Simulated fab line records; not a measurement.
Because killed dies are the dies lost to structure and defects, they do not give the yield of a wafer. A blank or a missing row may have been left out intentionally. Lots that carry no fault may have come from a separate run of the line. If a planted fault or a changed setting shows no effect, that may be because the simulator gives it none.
fab line records / flow n5-finfet
record lots=7 wafers=21
route steps=1938 shown MIM_BOT_LITHO@1860 PASSIVATION@1929
start-h: hours from the record's opening day to when the first of the lot's shown wafers began / wait-h: hours from the lot's prior step to this one / " identical to the entry in the row above / L1.1+2: one row covering several wafers at once / - value missing, or start not given / * or withheld: withheld / < > ~ a bound
route shown NAME@n: NAME is a module with steps in the file, n the number in the route of the first one / usual: mean and standard deviation over wafers with no fault / same: alike in all rows / chamber/n: place in a boat / sites: the reading at each site / _std_site: the values' standard deviation / _edge_site: mean of outer sites minus mean of inner sites / radius-mm: how far each site lies from the wafer's centre / mask NAME#n: copy n / behind: the most recent tool/chamber to have shaped the wafer / hold: why the lot went on hold/how many hours it stayed there/how the hold came to an end / device: whichever transistor did not switch (one of n, p or np) / end of line: tests run on the same wafers once the route is complete / for a step that has no rows: nothing shown but its recipe / killed: at the first sort, the dies lost to defects and structure; wafer yield is something else / map: the dies of a wafer, with x for killed, . for not killed, _ for no die there
set.NAME: the setting that was run; set.NAME@STEP: the one run at that earlier step / model.NAME: the simulator's own value behind a step, which no gauge read
lots with deliberately changed settings; one table per step, one row per wafer
## steps
# step N5_MIM_BOT_LITHO_DEVELOP_07
# recipe develop-time-s=60 rinse-liquid=diw dry=air-spin dev-temp-c=21
lot.wafer=L080.1 tool=litho-track-04 chamber=0 start-h=- wait-h=- set.develop-time-s=64.48
lot.wafer=L080.3+5 tool=litho-track-04 chamber=0 start-h=- wait-h=- set.develop-time-s=60
lot.wafer=L083.4+5+6 tool=litho-track-01 chamber=0 start-h=- wait-h=- set.develop-time-s=60
lot.wafer=L086.4+5+6 tool=litho-track-04 chamber=0 start-h=- wait-h=- set.develop-time-s=60
lot.wafer=L090.2+3+4 tool=litho-track-02 chamber=0 start-h=- wait-h=- set.develop-time-s=60
lot.wafer=L093.1+2+5 tool=litho-track-02 chamber=0 start-h=- wait-h=- set.develop-time-s=60
lot.wafer=L096.1+2+3 tool=litho-track-02 chamber=0 start-h=- wait-h=- set.develop-time-s=60
lot.wafer=L097.3 tool=litho-track-02 chamber=0 start-h=- wait-h=- set.develop-time-s=56.24
lot.wafer=L097.4+5 tool=litho-track-02 chamber=0 start-h=- wait-h=- set.develop-time-s=60
# step N5_MIM_BOT_LITHO_HARDBAKE_09
# recipe temp-c=130 time-s=120
# step N5_MIM_BOT_LITHO_CD_MEAS_08
# recipe target-cd-nm=3000 landing-energy-ev=500 detector=se-inlens polarity=opening
# usual cd-nm=2999.9/1.5
lot.wafer=L080.1 tool=cd-sem-02 chamber=0 start-h=296.11 wait-h=- set.dose-mj@MIM_BOT_LITHO_EXPOSE_05=24.25 cd-nm=3000.5
lot.wafer=L080.3 tool=cd-sem-02 chamber=0 start-h=296.11 wait-h=- set.dose-mj@MIM_BOT_LITHO_EXPOSE_05=22.45 cd-nm=2987.2
lot.wafer=L080.5 tool=cd-sem-02 chamber=0 start-h=296.11 wait-h=- set.dose-mj@MIM_BOT_LITHO_EXPOSE_05=24.25 cd-nm=3000.5
lot.wafer=L083.4 tool=cd-sem-02 chamber=0 start-h=303.45 wait-h=- set.dose-mj@MIM_BOT_LITHO_EXPOSE_05=24.25 cd-nm=3001.0
lot.wafer=L083.5 tool=cd-sem-02 chamber=0 start-h=303.45 wait-h=- set.dose-mj@MIM_BOT_LITHO_EXPOSE_05=24.25 cd-nm=3000.1
lot.wafer=L083.6 tool=cd-sem-02 chamber=0 start-h=303.45 wait-h=- set.dose-mj@MIM_BOT_LITHO_EXPOSE_05=24.25 cd-nm=3001.5
lot.wafer=L086.4 tool=cd-sem-01 chamber=0 start-h=337.64 wait-h=- set.dose-mj@MIM_BOT_LITHO_EXPOSE_05=24.25 cd-nm=3001.7
lot.wafer=L086.5 tool=cd-sem-01 chamber=0 start-h=337.64 wait-h=- set.dose-mj@MIM_BOT_LITHO_EXPOSE_05=22.92 cd-nm=2991.8
lot.wafer=L086.6 tool=cd-sem-01 chamber=0 start-h=337.64 wait-h=- set.dose-mj@MIM_BOT_LITHO_EXPOSE_05=22.92 cd-nm=2990.3
lot.wafer=L090.2 tool=cd-sem-01 chamber=0 start-h=353.76 wait-h=- set.dose-mj@MIM_BOT_LITHO_EXPOSE_05=23.58 cd-nm=2992.7
lot.wafer=L090.3 tool=cd-sem-01 chamber=0 start-h=353.76 wait-h=- set.dose-mj@MIM_BOT_LITHO_EXPOSE_05=24.25 cd-nm=2996.9
lot.wafer=L090.4 tool=cd-sem-01 chamber=0 start-h=353.76 wait-h=- set.dose-mj@MIM_BOT_LITHO_EXPOSE_05=24.25 cd-nm=2996.3
lot.wafer=L093.1 tool=cd-sem-03 chamber=0 start-h=361.18 wait-h=- set.dose-mj@MIM_BOT_LITHO_EXPOSE_05=24.25 cd-nm=2998.2
lot.wafer=L093.2 tool=cd-sem-03 chamber=0 start-h=361.18 wait-h=- set.dose-mj@MIM_BOT_LITHO_EXPOSE_05=24.98 cd-nm=3004.3
lot.wafer=L093.5 tool=cd-sem-03 chamber=0 start-h=361.18 wait-h=- set.dose-mj@MIM_BOT_LITHO_EXPOSE_05=24.25 cd-nm=2997.3
lot.wafer=L096.1 tool=cd-sem-01 chamber=0 start-h=394.31 wait-h=- set.dose-mj@MIM_BOT_LITHO_EXPOSE_05=24.25 cd-nm=2998.5
lot.wafer=L096.2 tool=cd-sem-01 chamber=0 start-h=394.31 wait-h=- set.dose-mj@MIM_BOT_LITHO_EXPOSE_05=24.25 cd-nm=2998.9
lot.wafer=L096.3 tool=cd-sem-01 chamber=0 start-h=394.31 wait-h=- set.dose-mj@MIM_BOT_LITHO_EXPOSE_05=25.72 cd-nm=3009.8
lot.wafer=L097.3 tool=cd-sem-01 chamber=0 start-h=410.85 wait-h=- set.dose-mj@MIM_BOT_LITHO_EXPOSE_05=24.25 cd-nm=2998.9
lot.wafer=L097.4 tool=cd-sem-01 chamber=0 start-h=410.85 wait-h=- set.dose-mj@MIM_BOT_LITHO_EXPOSE_05=24.25 cd-nm=2999.9
lot.wafer=L097.5 tool=cd-sem-01 chamber=0 start-h=410.85 wait-h=- set.dose-mj@MIM_BOT_LITHO_EXPOSE_05=24.25 cd-nm=3000.3
# step N5_PASSIVATION_PASS_ETCH_47
# recipe chemistry=CF4/O2 target=SiNx target-depth-a=7700 time-s=385 ion-energy-ev=100 pressure-mtorr=40 source-w=535 bias-w=49 Ar_flow_sccm=100 cf4-flow-sccm=100 O2_flow_sccm=10
# usual rf-vpp-V=239.6/2
lot.wafer=L080.1 tool=rie-diel-06 chamber=0 start-h=301.77 wait-h=0.0 set.source-w=482.1 rf-vpp-V=256.1 model.etch.depth-nm=713.8
lot.wafer=L080.3 tool=rie-diel-06 chamber=3 start-h=301.77 wait-h=0.0 set.source-w=535 rf-vpp-V=240.7 model.etch.depth-nm=777.7
lot.wafer=L080.5 tool=rie-diel-06 chamber=3 start-h=301.77 wait-h=0.0 set.source-w=535 rf-vpp-V=241.8 model.etch.depth-nm=784.1
lot.wafer=L083.4 tool=rie-diel-05 chamber=3 start-h=309.11 wait-h=0.0 set.source-w=535 rf-vpp-V=240.6 model.etch.depth-nm=784
lot.wafer=L083.5 tool=rie-diel-05 chamber=0 start-h=309.11 wait-h=0.0 set.source-w=535 rf-vpp-V=239.5 model.etch.depth-nm=772.4
lot.wafer=L083.6 tool=rie-diel-05 chamber=3 start-h=309.11 wait-h=0.0 set.source-w=535 rf-vpp-V=243.7 model.etch.depth-nm=777.3
lot.wafer=L086.4 tool=rie-diel-06 chamber=3 start-h=344.55 wait-h=0.1 set.source-w=501 rf-vpp-V=249.6 model.etch.depth-nm=725.8
lot.wafer=L086.5 tool=rie-diel-06 chamber=0 start-h=344.55 wait-h=0.1 set.source-w=535 rf-vpp-V=241.9 model.etch.depth-nm=778.4
lot.wafer=L086.6 tool=rie-diel-06 chamber=1 start-h=344.55 wait-h=0.1 set.source-w=501 rf-vpp-V=244.5 model.etch.depth-nm=727.5
lot.wafer=L090.2 tool=rie-diel-01 chamber=1 start-h=359.75 wait-h=0.0 set.source-w=535 rf-vpp-V=239.9 model.etch.depth-nm=772.8
lot.wafer=L090.3 tool=rie-diel-01 chamber=2 start-h=359.75 wait-h=0.0 set.source-w=589.2 rf-vpp-V=226.8 model.etch.depth-nm=838.7
lot.wafer=L090.4 tool=rie-diel-01 chamber=3 start-h=359.75 wait-h=0.0 set.source-w=589.2 rf-vpp-V=230.2 model.etch.depth-nm=831.5
lot.wafer=L093.1 tool=rie-diel-06 chamber=2 start-h=368.96 wait-h=0.0 set.source-w=465.3 rf-vpp-V=257.2 model.etch.depth-nm=688
lot.wafer=L093.2 tool=rie-diel-06 chamber=0 start-h=368.96 wait-h=0.0 set.source-w=535 rf-vpp-V=240.6 model.etch.depth-nm=783.7
lot.wafer=L093.5 tool=rie-diel-06 chamber=3 start-h=368.96 wait-h=0.0 set.source-w=535 rf-vpp-V=242.5 model.etch.depth-nm=767.9
lot.wafer=L096.1 tool=rie-diel-01 chamber=3 start-h=405.42 wait-h=0.0 set.source-w=535 rf-vpp-V=240.5 model.etch.depth-nm=765.5
lot.wafer=L096.2 tool=rie-diel-01 chamber=0 start-h=405.42 wait-h=0.0 set.source-w=535 rf-vpp-V=236.2 model.etch.depth-nm=794.2
lot.wafer=L096.3 tool=rie-diel-01 chamber=1 start-h=405.42 wait-h=0.0 set.source-w=599.2 rf-vpp-V=226.2 model.etch.depth-nm=863.2
lot.wafer=L097.3 tool=rie-diel-06 chamber=2 start-h=418.64 wait-h=0.0 set.source-w=535 rf-vpp-V=236.4 model.etch.depth-nm=766.8
lot.wafer=L097.4 tool=rie-diel-06 chamber=1 start-h=418.64 wait-h=0.0 set.source-w=462.5 rf-vpp-V=256.3 model.etch.depth-nm=668.2
lot.wafer=L097.5 tool=rie-diel-06 chamber=3 start-h=418.64 wait-h=0.0 set.source-w=535 rf-vpp-V=242.3 model.etch.depth-nm=763.6
## key
split step=N5_MIM_BOT_LITHO_DEVELOP_07 setting=develop-time-s stated=60 by=wafer
response none clear
split step=N5_PASSIVATION_PASS_ETCH_47 setting=source-w stated=535 by=wafer
response step=N5_PASSIVATION_PASS_ETCH_47 reading=rf-vpp-V change=-1.18 per=1% r=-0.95
response step=N5_PASSIVATION_PASS_ETCH_47 reading=model.etch.depth-nm change=+6.89 per=1% r=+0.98
split outside-this-file step=N5_MIM_BOT_LITHO_EXPOSE_05 setting=dose-mj
# split outside-this-file: this setting was split too, and the file shows its column; the key of that split is in another file
